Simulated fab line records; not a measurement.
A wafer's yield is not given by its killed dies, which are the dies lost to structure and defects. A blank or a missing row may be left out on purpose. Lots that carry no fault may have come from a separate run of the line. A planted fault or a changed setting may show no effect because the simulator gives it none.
Chamber matching || flow n5-finfet || N5_GATE_CUT_ETCH_36 on rie-diel-01: 4 sister chambers
The step etches SiARC in CF4, target depth 13 nm, time 21.7 s. 22 wafers are shown with their chamber, then 11 later ones without.

WAFERS PAIRED WITH THEIR CHAMBERS
{"wafer": "L078.1", "chamber": 2, "drypump-motor-current-A (A)": 5.7, "showerhead-plenum-p-Torr (Torr)": 2.18, "throttle-valve-pct (%)": 15.36}
{"wafer": "L078.3", "chamber": 0, "drypump-motor-current-A (A)": 6.4, "showerhead-plenum-p-Torr (Torr)": 2.16, "throttle-valve-pct (%)": 15.35}
{"wafer": "L078.6", "chamber": 0, "drypump-motor-current-A (A)": 6.5, "showerhead-plenum-p-Torr (Torr)": 2.16, "throttle-valve-pct (%)": 15.35}
{"wafer": "L080.3", "chamber": 2, "drypump-motor-current-A (A)": 5.7, "showerhead-plenum-p-Torr (Torr)": 2.18, "throttle-valve-pct (%)": 15.40}
{"wafer": "L080.4", "chamber": 0, "drypump-motor-current-A (A)": 6.5, "showerhead-plenum-p-Torr (Torr)": 2.16, "throttle-valve-pct (%)": 15.35}
{"wafer": "L080.5", "chamber": 0, "drypump-motor-current-A (A)": 6.5, "showerhead-plenum-p-Torr (Torr)": 2.16, "throttle-valve-pct (%)": 15.37}
{"wafer": "L081.2", "chamber": 2, "drypump-motor-current-A (A)": 5.7, "showerhead-plenum-p-Torr (Torr)": 2.18, "throttle-valve-pct (%)": 15.40}
{"wafer": "L081.4", "chamber": 3, "drypump-motor-current-A (A)": 5.4, "showerhead-plenum-p-Torr (Torr)": 2.12, "throttle-valve-pct (%)": 15.66}
{"wafer": "L081.5", "chamber": 1, "drypump-motor-current-A (A)": 5.7, "showerhead-plenum-p-Torr (Torr)": 2.27, "throttle-valve-pct (%)": 15.02}
{"wafer": "L085.3", "chamber": 3, "drypump-motor-current-A (A)": 5.4, "showerhead-plenum-p-Torr (Torr)": 2.12, "throttle-valve-pct (%)": 15.68}
{"wafer": "L085.4", "chamber": 2, "drypump-motor-current-A (A)": 5.7, "showerhead-plenum-p-Torr (Torr)": 2.18, "throttle-valve-pct (%)": 15.41}
{"wafer": "L085.5", "chamber": 3, "drypump-motor-current-A (A)": 5.4, "showerhead-plenum-p-Torr (Torr)": 2.12, "throttle-valve-pct (%)": 15.68}
{"wafer": "L086.3", "chamber": 2, "drypump-motor-current-A (A)": 5.7, "showerhead-plenum-p-Torr (Torr)": 2.17, "throttle-valve-pct (%)": 15.45}
{"wafer": "L086.4", "chamber": 0, "drypump-motor-current-A (A)": 6.4, "showerhead-plenum-p-Torr (Torr)": 2.15, "throttle-valve-pct (%)": 15.38}
{"wafer": "L086.6", "chamber": 2, "drypump-motor-current-A (A)": 5.7, "showerhead-plenum-p-Torr (Torr)": 2.18, "throttle-valve-pct (%)": 15.44}
{"wafer": "L088.1", "chamber": 2, "drypump-motor-current-A (A)": 5.7, "showerhead-plenum-p-Torr (Torr)": 2.18, "throttle-valve-pct (%)": 15.45}
{"wafer": "L088.4", "chamber": 1, "drypump-motor-current-A (A)": 5.7, "showerhead-plenum-p-Torr (Torr)": 2.27, "throttle-valve-pct (%)": 15.05}
{"wafer": "L088.6", "chamber": 2, "drypump-motor-current-A (A)": 5.7, "showerhead-plenum-p-Torr (Torr)": 2.17, "throttle-valve-pct (%)": 15.44}
{"wafer": "L090.3", "chamber": 2, "drypump-motor-current-A (A)": 5.7, "showerhead-plenum-p-Torr (Torr)": 2.17, "throttle-valve-pct (%)": 15.42}
{"wafer": "L090.4", "chamber": 1, "drypump-motor-current-A (A)": 5.7, "showerhead-plenum-p-Torr (Torr)": 2.26, "throttle-valve-pct (%)": 15.05}
{"wafer": "L090.6", "chamber": 0, "drypump-motor-current-A (A)": 6.4, "showerhead-plenum-p-Torr (Torr)": 2.15, "throttle-valve-pct (%)": 15.40}
{"wafer": "L093.1", "chamber": 0, "drypump-motor-current-A (A)": 6.4, "showerhead-plenum-p-Torr (Torr)": 2.15, "throttle-valve-pct (%)": 15.41}

SIGNATURES (means of the wafers above)
{"reading": "drypump-motor-current-A", "chamber 0": 6.443, "chamber 1": 5.700, "chamber 2": 5.700, "chamber 3": 5.400, "scatter within a chamber": 0.0309}
{"reading": "showerhead-plenum-p-Torr", "chamber 0": 2.1557, "chamber 1": 2.2667, "chamber 2": 2.1767, "chamber 3": 2.1200, "scatter within a chamber": 0.00493}
{"reading": "throttle-valve-pct", "chamber 0": 15.3729, "chamber 1": 15.0400, "chamber 2": 15.4189, "chamber 3": 15.6733, "scatter within a chamber": 0.0255}
Rule: a wafer's distance from a chamber is the root of the sum, over the readings, of the square of ((its reading less the chamber's mean) divided by the reading's scatter). If the next closest chamber is less than 2 further off than the closest, the wafer can't be placed; otherwise it belongs to the closest. The scatter is the square root of a quotient: the sum, over the shown wafers, of each reading's squared deviation from its chamber's mean, divided by wafers minus chambers.

WAFERS MISSING THEIR CHAMBER
{"wafer": "L093.5", "drypump-motor-current-A (A)": 5.7, "showerhead-plenum-p-Torr (Torr)": 2.17, "throttle-valve-pct (%)": 15.46}
{"wafer": "L093.6", "drypump-motor-current-A (A)": 5.8, "showerhead-plenum-p-Torr (Torr)": 2.26, "throttle-valve-pct (%)": 15.05}
{"wafer": "L094.2", "drypump-motor-current-A (A)": 5.8, "showerhead-plenum-p-Torr (Torr)": 2.26, "throttle-valve-pct (%)": 15.08}
{"wafer": "L094.3", "drypump-motor-current-A (A)": 5.4, "showerhead-plenum-p-Torr (Torr)": 2.11, "throttle-valve-pct (%)": 15.18}
{"wafer": "L094.6", "drypump-motor-current-A (A)": 5.7, "showerhead-plenum-p-Torr (Torr)": 2.17, "throttle-valve-pct (%)": 15.46}
{"wafer": "L092.4", "drypump-motor-current-A (A)": 6.5, "showerhead-plenum-p-Torr (Torr)": 2.15, "throttle-valve-pct (%)": 15.42}
{"wafer": "L092.5", "drypump-motor-current-A (A)": 5.4, "showerhead-plenum-p-Torr (Torr)": 2.11, "throttle-valve-pct (%)": 15.18}
{"wafer": "L092.6", "drypump-motor-current-A (A)": 5.7, "showerhead-plenum-p-Torr (Torr)": 2.17, "throttle-valve-pct (%)": 15.47}
{"wafer": "L096.1", "drypump-motor-current-A (A)": 5.7, "showerhead-plenum-p-Torr (Torr)": 2.17, "throttle-valve-pct (%)": 15.45}
{"wafer": "L096.3", "drypump-motor-current-A (A)": 6.4, "showerhead-plenum-p-Torr (Torr)": 2.15, "throttle-valve-pct (%)": 15.42}
{"wafer": "L096.5", "drypump-motor-current-A (A)": 5.4, "showerhead-plenum-p-Torr (Torr)": 2.11, "throttle-valve-pct (%)": 15.19}

THE CHAMBER EACH PASSED THROUGH
{"wafer": "L093.5", "from the rows above": 2, "in truth": 2}
{"wafer": "L093.6", "from the rows above": 1, "in truth": 1}
{"wafer": "L094.2", "from the rows above": 1, "in truth": 1}
{"wafer": "L094.3", "from the rows above": "can't be placed: 2 or 3", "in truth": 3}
{"wafer": "L094.6", "from the rows above": 2, "in truth": 2}
{"wafer": "L092.4", "from the rows above": 0, "in truth": 0}
{"wafer": "L092.5", "from the rows above": "can't be placed: 2 or 3", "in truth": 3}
{"wafer": "L092.6", "from the rows above": 2, "in truth": 2}
{"wafer": "L096.1", "from the rows above": 2, "in truth": 2}
{"wafer": "L096.3", "from the rows above": 0, "in truth": 0}
{"wafer": "L096.5", "from the rows above": "can't be placed: 2 or 3", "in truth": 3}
Placed correctly: 8 of 11. Not placeable from these rows: 3 (in 3, the candidates include the true chamber). Placed wrongly: 0.
